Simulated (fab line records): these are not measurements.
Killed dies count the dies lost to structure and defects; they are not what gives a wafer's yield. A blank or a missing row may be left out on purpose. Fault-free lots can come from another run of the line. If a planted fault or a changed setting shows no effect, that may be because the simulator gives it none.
fab line records	flow n5-finfet	part 1 of 2: steps 1 to 19 of 28
record: lots: 5	wafers: 15	last-day: 17
route steps=1938 shown BEOL_M13@1690 BEOL_M14@1716
lots untouched by any fault: they come from a run of this same line in which no faults occurred
start-h: hours from the record's first day to the start of the lot's first wafer shown	wait-h: hours from the lot's prior step to this one	" same as the row above	L1.1+2: several wafers, shown together as one row	- value missing, or start not given	* or withheld: withheld	< > ~ a bound
route shown NAME@n: NAME is a module with steps in the file, n the number in the route of the first one	usual: mean/standard deviation taken from wafers without a fault	same: alike in all rows	chamber/n: place in a boat	sites: readings site by site	_std_site: how widely they spread, as a standard deviation	_edge_site: inner sites' mean taken away from outer sites' mean	radius-mm: how far each site lies from the wafer's centre	mask NAME#n: copy n	behind: the most recent tool/chamber to have shaped the wafer	hold: the reason the lot was held/the length of the hold in hours/how it ended	device: transistor that didn't switch, given as n, p or np	end of line: tests of these same wafers at the route's end	a step given without rows: its recipe and nothing more	killed: not the wafer's yield, but the dies lost to structure and defects at the first sort	map: a wafer's dies, x killed, . not, _ none there
set.NAME: the run value of the setting; set.NAME@STEP: its run value at that earlier step	model.NAME: the simulator's own value behind a step, which no gauge read
lots seen at some steps along the route; tables by step, rows by wafer
services: a tool's chamber out of use, with start hour (start-h, from the record's first day; less than 0 if before it), hours out, and reason
== steps ==
step: N5_BEOL_M13_OVL_MEAS_29
recipe: points-per-wafer: 44
usual: M13_OVL: 2/4.3
lot.wafer	tool	chamber	start-h	wait-h	M13_OVL[nm]
L076.1	overlay-01	0	250.87	0.0	5
L076.3	"	0	"	"	4
L076.4	"	0	"	"	4
L082.3	overlay-02	0	282.68	0.0	4
L082.4	"	0	"	"	8
L082.5	"	0	"	"	4
L088.2	overlay-02	0	326.53	0.0	-1
L088.4	"	0	"	"	-10
L088.5	"	0	"	"	3
L091.1	overlay-02	0	334.39	0.0	0
L091.2	"	0	"	"	2
L091.3	"	0	"	"	0
L097.3	overlay-01	0	370.45	0.0	6
L097.4	"	0	"	"	5
L097.5	"	0	"	"	-2
step: N5_BEOL_M13_INSPECT_30
recipe: mode: adi	inspect-instrument: macro
usual: raw-defect-count: 1.9/1.3
lot.wafer	tool	chamber	start-h	wait-h	raw-defect-count
L076.1	defect-inspect-02	-	250.90	0.0	1
L076.3	"	-	"	"	2
L076.4	"	-	"	"	1
L082.3	defect-inspect-02	-	282.71	0.0	5
L082.4	"	-	"	"	2
L082.5	"	-	"	"	1
L088.2	defect-inspect-01	-	326.56	0.0	0
L088.4	"	-	"	"	2
L088.5	"	-	"	"	1
L091.1	defect-inspect-02	-	334.41	0.0	2
L091.2	"	-	"	"	3
L091.3	"	-	"	"	1
L097.3	defect-inspect-01	-	370.47	0.0	2
L097.4	"	-	"	"	2
L097.5	"	-	"	"	4
step: N5_BEOL_M13_DESCUM_33
recipe: chemistry: O2	time-s: 7.9	source-power-w: 50	bias-power-w: 20	pressure-mtorr: 20	rf-frequency-hz: 2.712e+07	temp-c: 40	o2-flow-sccm: 225
usual: chamber-pressure-mTorr: 20.001/0.019	drypump-motor-current-A: 5.89/0.25	oes-product-au: 0.77/0.086	rf-vpp-V: 243.0/1.2	showerhead-plenum-p-Torr: 2.09/0.057	throttle-valve-pct: 20.42/0.26
same: time-s: 7.9
lot.wafer	tool	chamber	start-h	wait-h	chamber-pressure-mTorr	drypump-motor-current-A	oes-product-au	rf-hours-counter-h	rf-vpp-V	showerhead-plenum-p-Torr	throttle-valve-pct
L076.1	rie-diel-02	0	250.93	0.0	19.997	5.42	0.88	39	241.9	2.03	20.21
L076.3	"	2	"	"	19.981	5.98	0.73	189	243.2	2.10	20.28
L076.4	"	3	"	"	20.001	6.15	0.88	32	242.8	2.05	20.17
L082.3	rie-diel-03	2	282.82	0.1	20.027	6.02	0.78	119	242.4	2.08	20.28
L082.4	"	0	"	"	19.994	5.72	0.73	-	241.6	2.00	20.59
L082.5	"	1	"	"	20.009	5.46	0.67	-	241.7	2.05	20.73
L088.2	rie-diel-03	0	326.90	0.3	19.974	5.77	0.73	207	240.6	2.00	20.61
L088.4	"	3	"	"	19.991	5.83	0.91	-	245.4	2.15	20.00
L088.5	"	2	"	"	20.018	6.06	0.77	-	241.8	2.08	20.30
L091.1	rie-diel-06	2	334.45	0.0	20.006	6.05	0.67	245	242.0	2.07	20.67
L091.2	"	3	"	"	20.022	5.78	1.00	2	242.0	2.07	20.53
L091.3	"	0	"	"	19.993	5.79	0.67	221	244.4	2.18	20.73
L097.3	rie-diel-06	3	370.52	0.0	20.014	5.80	0.95	15	242.7	2.07	20.54
L097.4	"	1	"	"	20.034	6.48	0.78	115	244.0	2.10	20.20
L097.5	"	3	"	"	19.992	5.78	0.94	-	242.3	2.07	20.55
step: N5_BEOL_M13_ETCH_67
recipe: chemistry: CF4	target: SiARC	target-depth-a: 1430	time-s: 238.3	ion-energy-ev: 80	pressure-mtorr: 40	source-w: 545	bias-w: 36	Ar_flow_sccm: 100	cf4-flow-sccm: 100	ends: cleared
usual: chamber-pressure-mTorr: 40.00/0.038	drypump-motor-current-A: 5.89/0.26	etch-rf-on-time-s: 236/9.6	oes-product-au: 0.66/0.068	rf-vpp-V: 184.1/0.99	showerhead-plenum-p-Torr: 2.14/0.053	throttle-valve-pct: 15.62/0.23
lot.wafer	tool	chamber	start-h	wait-h	chamber-pressure-mTorr	drypump-motor-current-A	etch-rf-on-time-s	oes-product-au	rf-hours-counter-h	rf-vpp-V	showerhead-plenum-p-Torr	throttle-valve-pct
L076.1	rie-diel-02	0	250.97	0.0	39.99	5.45	243	0.73	39	183.2	2.11	15.46
L076.3	"	2	"	"	39.99	5.94	231	0.63	189	182.8	2.12	15.43
L076.4	"	3	"	"	39.98	6.16	223	0.76	32	185.4	2.11	15.37
L082.3	rie-diel-03	2	282.86	0.0	40.01	6.04	222	0.68	119	185.4	2.17	15.72
L082.4	"	0	"	"	39.97	5.70	229	0.64	-	183.8	2.06	15.78
L082.5	"	1	"	"	39.95	5.48	248	0.57	-	184.4	2.10	16.01
L088.2	rie-diel-03	0	326.93	0.0	40.01	5.74	228	0.64	207	184.1	2.05	15.82
L088.4	"	3	"	"	39.94	5.81	240	0.78	-	185.5	2.18	15.09
L088.5	"	2	"	"	40.07	6.05	222	0.67	-	184.5	2.16	15.73
L091.1	rie-diel-06	2	334.48	0.0	39.97	6.06	225	0.60	245	184.1	2.08	15.69
L091.2	"	3	"	"	40.06	5.76	240	0.83	2	181.4	2.13	15.61
L091.3	"	0	"	"	39.92	5.79	237	0.59	221	185.4	2.19	15.73
L097.3	rie-diel-06	3	370.55	0.0	40.03	5.76	242	0.79	15	183.9	2.12	15.62
L097.4	"	1	"	"	40.00	6.50	252	0.66	115	185.1	2.18	15.48
L097.5	"	3	"	"	39.99	5.77	243	0.79	-	183.5	2.12	15.63
step: N5_BEOL_M13_ETCH_68
recipe: chemistry: N2/H2	target: SOC	mask-material: SiARC	source-w: 3000	bias-w: 350	temp-c: 40	time-s: 355	ion-energy-ev: 200	pressure-mtorr: 30	n2-flow-sccm: 200	h2-flow-sccm: 200
usual: chamber-pressure-mTorr: 30.003/0.029	drypump-motor-current-A: 5.89/0.26	h2-flow-sccm: 200.1/0.61	oes-product-au: 0.77/0.084	rf-vpp-V: 523.8/2.2	showerhead-plenum-p-Torr: 2.54/0.077	throttle-valve-pct: 17.73/0.26
same: time-s: 355
lot.wafer	tool	chamber	start-h	wait-h	chamber-pressure-mTorr	drypump-motor-current-A	h2-flow-sccm	oes-product-au	rf-hours-counter-h	rf-vpp-V	showerhead-plenum-p-Torr	throttle-valve-pct
L076.1	rie-diel-02	0	251.11	0.1	29.993	5.49	200.3	0.88	39	522.4	2.47	17.51
L076.3	"	2	"	"	30.009	5.97	200.2	0.72	189	522.7	2.53	17.65
L076.4	"	3	"	"	30.010	6.13	200.4	0.88	32	522.4	2.51	17.72
L082.3	rie-diel-03	2	283.00	0.1	30.071	6.06	198.8	0.78	119	525.1	2.57	17.92
L082.4	"	0	"	"	29.995	5.74	199.9	0.73	-	520.5	2.41	17.76
L082.5	"	1	"	"	29.988	5.48	199.4	0.68	-	523.2	2.50	18.14
L088.2	rie-diel-03	0	327.08	0.1	29.913	5.76	200.4	0.73	207	519.6	2.41	17.78
L088.4	"	3	"	"	29.986	5.82	199.4	0.92	-	526.3	2.61	17.26
L088.5	"	2	"	"	30.028	6.07	200.9	0.77	-	524.8	2.56	17.93
L091.1	rie-diel-06	2	334.63	0.1	30.060	6.06	201.0	0.66	245	523.0	2.47	17.58
L091.2	"	3	"	"	29.994	5.76	199.2	0.99	3	522.7	2.50	17.66
L091.3	"	0	"	"	29.987	5.79	199.0	0.69	221	526.5	2.65	18.06
L097.3	rie-diel-06	3	370.70	0.1	30.061	5.79	200.6	0.95	15	524.2	2.49	17.69
L097.4	"	1	"	"	30.022	6.53	200.9	0.78	115	523.9	2.53	17.40
L097.5	"	3	"	"	30.032	5.78	200.1	0.94	-	523.0	2.49	17.68
step: N5_BEOL_M13_STRIP_69
recipe: chemistry: N2/H2	temp-c: 40	n2-flow-sccm: 200	h2-flow-sccm: 200	rf-frequency-hz: 6e+07
lot.wafer	tool	chamber	start-h	wait-h
L076.1+3+4	rie-diel-02	0,2,3	251.32	0.1
L082.3+4+5	rie-diel-03	2,0,1	283.21	0.1
L088.2+4+5	rie-diel-03	0,3,2	327.29	0.1
L091.1+2+3	rie-diel-06	2,3,0	334.84	0.1
L097.3+4+5	rie-diel-06	3,1,3	370.91	0.1
step: N5_BEOL_M13_TRENCH_ETCH_34
recipe: chemistry: C4F8/O2/Ar	target: SiOC	target-depth-a: 4134.7	mask-material: SOC	pressure-mtorr: 30	source-w: 3000	bias-w: 700	Ar_flow_sccm: 400	C4F8_flow_sccm: 15	O2_flow_sccm: 8	he-inner-torr: 15	he-outer-torr: 30	time-s: 162.6	ion-energy-ev: 250
usual: chamber-pressure-mTorr: 30.000/0.027	drypump-motor-current-A: 5.90/0.25	oes-product-au: 0.77/0.084	rf-vpp-V: 665.5/2.7	showerhead-plenum-p-Torr: 3.41/0.083	throttle-valve-pct: 24.15/0.27
same: time-s: 162.6
lot.wafer	tool	chamber	start-h	wait-h	chamber-pressure-mTorr	drypump-motor-current-A	oes-product-au	rf-hours-counter-h	rf-vpp-V	showerhead-plenum-p-Torr	throttle-valve-pct
L076.1	rie-diel-02	0	251.33	0.0	29.995	5.46	0.87	39	663.5	3.33	24.02
L076.3	"	2	"	"	30.039	5.97	0.72	189	664.6	3.43	24.10
L076.4	"	3	"	"	30.040	6.15	0.87	32	664.5	3.36	24.03
L082.3	rie-diel-03	2	283.22	0.0	29.958	6.05	0.78	119	665.8	3.44	24.26
L082.4	"	0	"	"	30.015	5.78	0.73	-	661.6	3.27	24.31
L082.5	"	1	"	"	29.978	5.50	0.68	-	663.9	3.38	24.63
L088.2	rie-diel-03	0	327.30	0.0	30.007	5.76	0.74	207	662.0	3.27	24.34
L088.4	"	3	"	"	29.966	5.83	0.92	-	667.6	3.45	23.48
L088.5	"	2	"	"	29.996	6.04	0.76	-	664.5	3.44	24.26
L091.1	rie-diel-06	2	334.85	0.0	29.951	6.03	0.68	245	663.8	3.32	24.03
L091.2	"	3	"	"	30.019	5.83	0.99	3	664.2	3.38	24.30
L091.3	"	0	"	"	29.974	5.78	0.69	221	667.4	3.49	24.16
L097.3	rie-diel-06	3	370.92	0.0	30.018	5.79	0.95	15	663.7	3.38	24.34
L097.4	"	1	"	"	30.021	6.53	0.79	115	664.8	3.47	24.14
L097.5	"	3	"	"	30.008	5.79	0.95	-	664.0	3.38	24.32
step: N5_BEOL_M13_STRIP_70
recipe: chemistry: C4F8/O2/Ar	resist: SiARC	rf-frequency-hz: 6e+07
lot.wafer	tool	chamber	start-h	wait-h
L076.1+3+4	rie-diel-02	0,2,3	251.47	0.1
L082.3+4+5	rie-diel-03	2,0,1	283.36	0.1
L088.2+4+5	rie-diel-03	0,3,2	327.43	0.1
L091.1+2+3	rie-diel-06	2,3,0	334.99	0.1
L097.3+4+5	rie-diel-06	3,1,3	371.05	0.1
step: N5_BEOL_M13_OCD_MEAS_35
usual: trench-depth-nm: 414/7.9
lot.wafer	tool	chamber	start-h	wait-h	trench-depth-nm
L076.1	ocd-02	-	251.51	0.0	414
L076.3	"	-	"	"	403
L076.4	"	-	"	"	421
L082.3	ocd-01	-	283.40	0.0	425
L082.4	"	-	"	"	416
L082.5	"	-	"	"	408
L088.2	ocd-02	-	327.47	0.0	421
L088.4	"	-	"	"	419
L088.5	"	-	"	"	422
L091.1	ocd-02	-	335.03	0.0	414
L091.2	"	-	"	"	425
L091.3	"	-	"	"	405
L097.3	ocd-01	-	371.10	0.0	428
L097.4	"	-	"	"	409
L097.5	"	-	"	"	429
step: N5_BEOL_M13_STRIP_37
recipe: chemistry: N2/H2	power-w: 1000	temp-c: 250	h2-frac: 0.65	overash-fraction: 0.3	pressure-mtorr: withheld	n2-flow-sccm: 1750	h2-flow-sccm: 3250
usual: drypump-motor-current-A: 5.4/0.4	h2-flow-sccm: 3250/11	heater-power-w: 315/12	oes-product-au: 0.785/0.011
lot.wafer	tool	chamber	start-h	wait-h	drypump-motor-current-A	h2-flow-sccm	heater-power-w	oes-product-au	rf-hours-counter-h
L076.1	plasma-asher-02	0	251.57	0.1	5.1	3267	334	0.775	124
L076.3	"	0	"	"	5.1	3265	332	0.804	-
L076.4	"	1	"	"	5.7	3267	311	0.786	-
L082.3	plasma-asher-01	1	283.46	0.1	4.9	3252	306	0.794	-
L082.4	"	0	"	"	5.8	3220	305	0.774	-
L082.5	"	1	"	"	4.9	3253	295	0.789	-
L088.2	plasma-asher-01	0	327.51	0.0	5.8	3242	304	0.765	92
L088.4	"	1	"	"	4.9	3254	308	0.808	-
L088.5	"	1	"	"	4.9	3236	311	0.800	-
L091.1	plasma-asher-02	1	335.06	0.0	5.8	3259	308	0.792	137
L091.2	"	0	"	"	5.1	3262	334	0.779	137
L091.3	"	0	"	"	5.1	3261	332	0.796	-
L097.3	plasma-asher-01	0	371.15	0.1	5.8	3232	306	0.785	-
L097.4	"	1	"	"	4.9	3269	307	0.788	-
L097.5	"	0	"	"	5.8	3236	308	0.786	-
step: N5_BEOL_M13_ETCH_38
recipe: chemistry: CF4/N2	target: SiCN	target-depth-a: 675	taper-deg: 2	time-s: 71.9	ion-energy-ev: 150	mask-material: SiO2	pressure-mtorr: 40	source-w: 430	bias-w: 70	Ar_flow_sccm: 100	cf4-flow-sccm: 60	n2-flow-sccm: 60
usual: chamber-pressure-mTorr: 40.00/0.036	drypump-motor-current-A: 5.91/0.27	oes-product-au: 0.77/0.076	rf-vpp-V: 382.2/1.6	showerhead-plenum-p-Torr: 2.20/0.057	throttle-valve-pct: 15.42/0.24
same: time-s: 71.9
lot.wafer	tool	chamber	start-h	wait-h	chamber-pressure-mTorr	drypump-motor-current-A	oes-product-au	rf-hours-counter-h	rf-vpp-V	showerhead-plenum-p-Torr	throttle-valve-pct
L076.1	rie-diel-06	0	255.58	-	39.97	5.79	0.71	196	383.6	2.28	15.56
L076.3	"	1	"	"	39.99	6.49	0.82	77	382.6	2.24	15.16
L076.4	"	3	"	"	40.00	5.76	0.67	237	382.2	2.19	15.89
L082.3	rie-diel-03	1	283.52	-	39.93	5.54	0.67	239	380.3	2.17	15.85
L082.4	"	2	"	"	40.05	6.04	0.80	-	382.8	2.23	15.51
L082.5	"	1	"	"	40.01	5.50	0.66	-	383.1	2.17	15.86
L088.2	rie-diel-02	0	327.75	-	40.02	5.53	0.82	64	380.5	2.15	15.29
L088.4	"	2	"	"	40.01	5.97	0.71	215	381.6	2.18	15.34
L088.5	"	1	"	"	40.01	5.96	0.79	-	386.3	2.31	15.28
L091.1	rie-diel-06	1	335.15	-	39.98	6.46	0.79	102	383.6	2.23	15.21
L091.2	"	2	"	"	40.01	6.03	0.70	245	381.4	2.14	15.51
L091.3	"	3	"	"	40.01	5.78	0.96	3	382.9	2.19	15.40
L097.3	rie-diel-02	3	379.75	-	39.97	6.14	0.84	72	382.4	2.16	15.27
L097.4	"	1	"	"	39.99	5.98	0.78	-	383.8	2.30	15.32
L097.5	"	2	"	"	40.07	5.92	0.71	-	381.9	2.18	15.38
step: N5_BEOL_M13_PRECLEAN_39
recipe: chemistry: residue-remover	time-s: 60	temp-c: 40
usual: bath-heat-duty-pct: 4.6/0.63
same: time-s: 60
lot.wafer	tool	chamber	start-h	wait-h	bath-heat-duty-pct
L076.1	wet-bench-03	2	255.71	0.1	4.6
L076.3	"	4	"	"	4.5
L076.4	"	6	"	"	4.7
L082.3	wet-bench-03	3	283.65	0.1	4.5
L082.4	"	7	"	"	3.4
L082.5	"	5	"	"	3.1
L088.2	wet-bench-03	7	327.88	0.1	3.8
L088.4	"	2	"	"	4.5
L088.5	"	4	"	"	3.5
L091.1	wet-bench-02	1	335.27	0.1	4.8
L091.2	"	0	"	"	5.5
L091.3	"	3	"	"	3.0
L097.3	wet-bench-02	6	379.87	0.1	5.2
L097.4	"	4	"	"	4.3
L097.5	"	2	"	"	4.7
step: N5_BEOL_M13_SRD_40
recipe: time-s: 30	temp-c: 23	rinse-liquid: diw	dry: n2-spin	spin-rpm: 1500	dry-time-s: 30
usual: bath-heat-duty-pct: 3.7/0.57
same: time-s: 30
lot.wafer	tool	chamber	start-h	wait-h	bath-heat-duty-pct
L076.1	wet-bench-03	2	255.73	0.0	3.0
L076.3	"	4	"	"	4.0
L076.4	"	6	"	"	3.8
L082.3	wet-bench-03	3	283.67	0.0	2.9
L082.4	"	7	"	"	3.6
L082.5	"	5	"	"	2.8
L088.2	wet-bench-03	7	327.90	0.0	3.4
L088.4	"	2	"	"	3.3
L088.5	"	4	"	"	3.0
L091.1	wet-bench-02	1	335.29	0.0	3.6
L091.2	"	0	"	"	4.7
L091.3	"	3	"	"	3.6
L097.3	wet-bench-02	6	379.89	0.0	3.4
L097.4	"	4	"	"	3.0
L097.5	"	2	"	"	3.4
step: N5_BEOL_M13_DEGAS_41
recipe: ambient: vacuum	temp-c: 250	time-s: 60
usual: heater-power-w: 327/27
same: time-s: 60
lot.wafer	tool	chamber	start-h	wait-h	heater-power-w
L076.1	pvd-sputter-01	-	256.92	1.2	313
L076.3	"	-	"	"	380
L076.4	"	-	"	"	310
L082.3	pvd-sputter-03	-	284.52	0.8	310
L082.4	"	-	"	"	326
L082.5	"	-	"	"	314
L088.2	pvd-sputter-01	-	327.95	0.0	386
L088.4	"	-	"	"	378
L088.5	"	-	"	"	363
L091.1	pvd-sputter-01	-	335.58	0.3	318
L091.2	"	-	"	"	358
L091.3	"	-	"	"	383
L097.3	pvd-sputter-02	-	380.15	0.2	337
L097.4	"	-	"	"	285
L097.5	"	-	"	"	336
step: N5_BEOL_M13_PRE_CLEAN_42
recipe: gas: H2/He	time-s: 30	temp-c: 250
usual: heater-power-w: 328/28
same: time-s: 30
lot.wafer	tool	chamber	start-h	wait-h	heater-power-w
L076.1	pvd-sputter-01	-	256.96	0.0	312
L076.3	"	-	"	"	385
L076.4	"	-	"	"	311
L082.3	pvd-sputter-03	-	284.56	0.0	315
L082.4	"	-	"	"	325
L082.5	"	-	"	"	311
L088.2	pvd-sputter-01	-	327.99	0.0	390
L088.4	"	-	"	"	385
L088.5	"	-	"	"	360
L091.1	pvd-sputter-01	-	335.62	0.0	320
L091.2	"	-	"	"	369
L091.3	"	-	"	"	383
L097.3	pvd-sputter-02	-	380.19	0.0	336
L097.4	"	-	"	"	287
L097.5	"	-	"	"	338
step: N5_BEOL_M13_SPUTTER_43
recipe: material: TaN	target-thk-a: 150	temp-c: 50	bias-v: 168.6	power-w: 15000	chamber-pressure-pa: 0.12	time-s: 24.19
usual: throttle-valve-pct: 30.1/0.94
same: time-s: 24.19
lot.wafer	tool	chamber	start-h	wait-h	throttle-valve-pct
L076.1	pvd-sputter-01	-	257.00	0.0	29.3
L076.3	"	-	"	"	31.5
L076.4	"	-	"	"	31.0
L082.3	pvd-sputter-03	-	284.60	0.0	30.2
L082.4	"	-	"	"	28.3
L082.5	"	-	"	"	30.2
L088.2	pvd-sputter-01	-	328.03	0.0	31.5
L088.4	"	-	"	"	31.8
L088.5	"	-	"	"	29.0
L091.1	pvd-sputter-01	-	335.66	0.0	29.1
L091.2	"	-	"	"	29.0
L091.3	"	-	"	"	31.5
L097.3	pvd-sputter-02	-	380.23	0.0	31.6
L097.4	"	-	"	"	30.4
L097.5	"	-	"	"	31.4
step: N5_BEOL_M13_SPUTTER_44
recipe: material: Ta	target-thk-a: 100	temp-c: 50	bias-v: 80	power-w: 15000	chamber-pressure-pa: 0.07	time-s: 16.13
usual: throttle-valve-pct: 30.1/0.93
same: time-s: 16.13
lot.wafer	tool	chamber	start-h	wait-h	throttle-valve-pct
L076.1	pvd-sputter-01	-	257.08	0.0	29.3
L076.3	"	-	"	"	31.6
L076.4	"	-	"	"	30.7
L082.3	pvd-sputter-03	-	284.68	0.0	30.3
L082.4	"	-	"	"	28.4
L082.5	"	-	"	"	30.4
L088.2	pvd-sputter-01	-	328.11	0.0	31.6
L088.4	"	-	"	"	31.4
L088.5	"	-	"	"	29.0
L091.1	pvd-sputter-01	-	335.74	0.0	29.1
L091.2	"	-	"	"	29.0
L091.3	"	-	"	"	31.5
L097.3	pvd-sputter-02	-	380.31	0.0	31.5
L097.4	"	-	"	"	30.2
L097.5	"	-	"	"	31.6
step: N5_BEOL_M13_SPUTTER_45
recipe: material: Cu	target-thk-a: 800	temp-c: -20	bias-v: 60	power-w: 26000	chamber-pressure-pa: 0.13	time-s: 13.33
usual: chuck-gas-flow-sccm: 1.26/0.058	throttle-valve-pct: 30.1/0.92
same: time-s: 13.33
lot.wafer	tool	chamber	start-h	wait-h	chuck-gas-flow-sccm	throttle-valve-pct
L076.1	pvd-sputter-01	-	257.16	0.0	1.34	29.3
L076.3	"	-	"	"	1.27	31.3
L076.4	"	-	"	"	1.27	31.0
L082.3	pvd-sputter-03	-	284.76	0.0	1.27	29.9
L082.4	"	-	"	"	1.31	28.2
L082.5	"	-	"	"	1.21	30.3
L088.2	pvd-sputter-01	-	328.19	0.0	1.32	31.5
L088.4	"	-	"	"	1.35	31.5
L088.5	"	-	"	"	1.20	29.3
L091.1	pvd-sputter-01	-	335.82	0.0	1.18	29.3
L091.2	"	-	"	"	1.26	28.9
L091.3	"	-	"	"	1.18	31.4
L097.3	pvd-sputter-02	-	380.39	0.0	1.13	31.6
L097.4	"	-	"	"	1.18	30.3
L097.5	"	-	"	"	1.28	31.1
step: N5_BEOL_M13_ECD_47
recipe: material: Cu	target-thk-a: 9360
lot.wafer	tool	chamber	start-h	wait-h
L076.1+3+4	ecd-cu-02	0,0,1	257.27	0.1
L082.3+4+5	ecd-cu-02	0,1,1	284.92	0.1
L088.2+4+5	ecd-cu-01	0,0,1	328.31	0.1
L091.1+2+3	ecd-cu-01	1,0,0	335.94	0.1
L097.3+4+5	ecd-cu-02	0,1,1	380.56	0.1
